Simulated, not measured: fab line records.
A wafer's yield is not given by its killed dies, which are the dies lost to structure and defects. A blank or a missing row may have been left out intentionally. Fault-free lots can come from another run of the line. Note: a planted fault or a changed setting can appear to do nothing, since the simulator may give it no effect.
A single fault, viewed from 3 desks | flow nand_harc | each desk holds nothing but its own numbers, with what lay behind them at the end

THE DEFECT DESK
Counts from the inspections along the route, per lot, as means over the sampled wafers that have a number. Any lot whose mean is over 4 standard deviations away from the usual mean is out of limits and marked OUT; that distance is given in the brackets.
Columns: A = raw_defect_count at NHARC_A_SOURCE_PLATE_INSPECT_08, usual 59
lot  | first seen here | A
L749 | day 7 07:02     | 52
L750 | day 7 18:02     | 69
L751 | day 8 06:22     | 80
L752 | day 8 06:22     | 105
L753 | day 8 15:04     | 37
L754 | day 8 15:04     | 39
L755 | day 9 11:16     | 46
L756 | day 9 11:17     | 113
L760 | day 10 14:07    | 28
L763 | day 11 06:56    | 60
L765 | day 11 14:26    | 49
L766 | day 11 14:28    | 29
L770 | day 12 09:41    | 79
L771 | day 12 20:17    | 47
Result from this desk: across the 14 lots, nothing is out of limits.

METROLOGY DESK
What the gauges read, lot by lot, whatever tool the lot ran on: means of the sampled wafers that have a number. Any lot whose mean is over 4 standard deviations away from the usual mean is out of limits and marked OUT; that distance is given in the brackets.
Columns: A = thk_nm at NHARC_A_ONON_D1_THK_MEAS_30, usual 999 nm
lot  | first seen here | A
L749 | day 7 19:19     | 1004
L750 | day 8 10:17     | 991
L751 | day 8 18:38     | 995
L752 | day 8 18:50     | 1002
L753 | day 9 03:22     | 1006
L754 | day 9 03:23     | 992
L756 | day 10 00:07    | 1003
L755 | day 10 00:13    | 1015
L760 | day 11 03:14    | 1000
L763 | day 11 20:07    | 1030 (+5.1) OUT
L765 | day 12 02:43    | 1008
L766 | day 12 02:43    | 1002
L770 | day 12 22:19    | 1005
L771 | day 13 11:20    | 1002
This desk's finding: out of limits on L763; first on L763, day 11 20:07 (thk_nm at NHARC_A_ONON_D1_THK_MEAS_30). L749, L750, L751, L752, L753, L754, L756, L755, L760, L765, L766, L770, L771: within limits.

DESK OF THE TOOL OWNER: pecvd_onon-03
The tool's own readings at NHARC_A_ONON_D1_DEP_28 (target thk 1000 nm): means of the sampled wafers that have a number, for each lot that ran on this tool. Any lot whose mean is over 4 standard deviations away from the usual mean is out of limits and marked OUT; that distance is given in the brackets.
Columns: A = nh3_flow_sccm at NHARC_A_ONON_D1_DEP_28, usual 500.3 sccm
lot  | first seen here | A
L751 | day 8 18:10     | 501.1
L756 | day 9 23:36     | 499.2
L763 | day 11 19:43    | 500.5
L765 | day 12 02:11    | 501.6
Result from this desk: across the 4 lots, nothing is out of limits.

BROUGHT TOGETHER
On L763, the metrology desk was in a position to raise an alarm at day 11 20:07.
Nothing the defect desk looked at was out of limits.
Nothing out of limits was seen by the tool owner's desk.
The defect desk has L763 on record, within its limits.
The tool owner's desk has L763 on record, within its limits.
NHARC_A_ONON_D1_DEP_28 was run on pecvd_onon-03 by each of the lots named.

WHAT THE SIMULATOR PUT IN
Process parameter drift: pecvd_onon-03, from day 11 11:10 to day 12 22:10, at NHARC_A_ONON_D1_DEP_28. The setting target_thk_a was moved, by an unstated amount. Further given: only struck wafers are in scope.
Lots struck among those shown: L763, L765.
Delay in hours, fault start to first out-of-limits reading, per desk: metrology desk 9.
